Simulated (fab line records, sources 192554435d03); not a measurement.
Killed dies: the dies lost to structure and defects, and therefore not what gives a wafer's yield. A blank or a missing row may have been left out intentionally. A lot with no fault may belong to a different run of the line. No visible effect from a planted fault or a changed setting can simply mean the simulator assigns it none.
Chamber matching	flow n5_finfet	rie_diel-04 running N5_BEOL_M11_DESCUM_16: 4 sister chambers
The step chemistry O2, time 7.9 s. 8 wafers are shown with their chamber, then 7 later ones without.

WAFERS PAIRED WITH THEIR CHAMBERS
wafer	chamber	throttle_valve_pct (%)	showerhead_plenum_p_Torr (Torr)
L079.2	0	20.69	2.13
L079.4	3	20.02	2.12
L086.4	3	20.03	2.11
L089.2	1	19.91	2.14
L089.4	0	20.71	2.13
L089.5	2	20.29	2.21
L091.1	1	19.92	2.14
L091.2	2	20.30	2.21

WAFERS WITH NO CHAMBER GIVEN
wafer	throttle_valve_pct (%)	showerhead_plenum_p_Torr (Torr)
L091.4	20.72	2.13
L095.1	19.94	2.13
L095.3	20.07	2.11
L095.6	20.06	2.11
L097.1	20.06	2.11
L097.4	20.32	2.20
L097.6	20.77	2.12

WHICH CHAMBER EACH ONE RAN IN
wafer	from the rows above	in truth
L091.4	0	0
L095.1	1	1
L095.3	3	3
L095.6	3	3
L097.1	3	3
L097.4	2	2
L097.6	0	0
Correct placement for 7 of the 7. Left unplaced by these rows: 0. Wrongly placed: 0.
How it was worked out, from the rows above alone: a wafer's distance from a chamber is the root of the sum, over the readings, of the square of ((its reading less the chamber's mean) divided by the reading's scatter). The wafer belongs to the nearest chamber; if the next one is less than 2 further off, it can't be placed. Each chamber's mean is taken over the wafers shown for it. How the scatter is found: for the shown wafers, subtract from each reading the mean of its chamber, square and add these, divide the total by (wafers less chambers), then take the root.
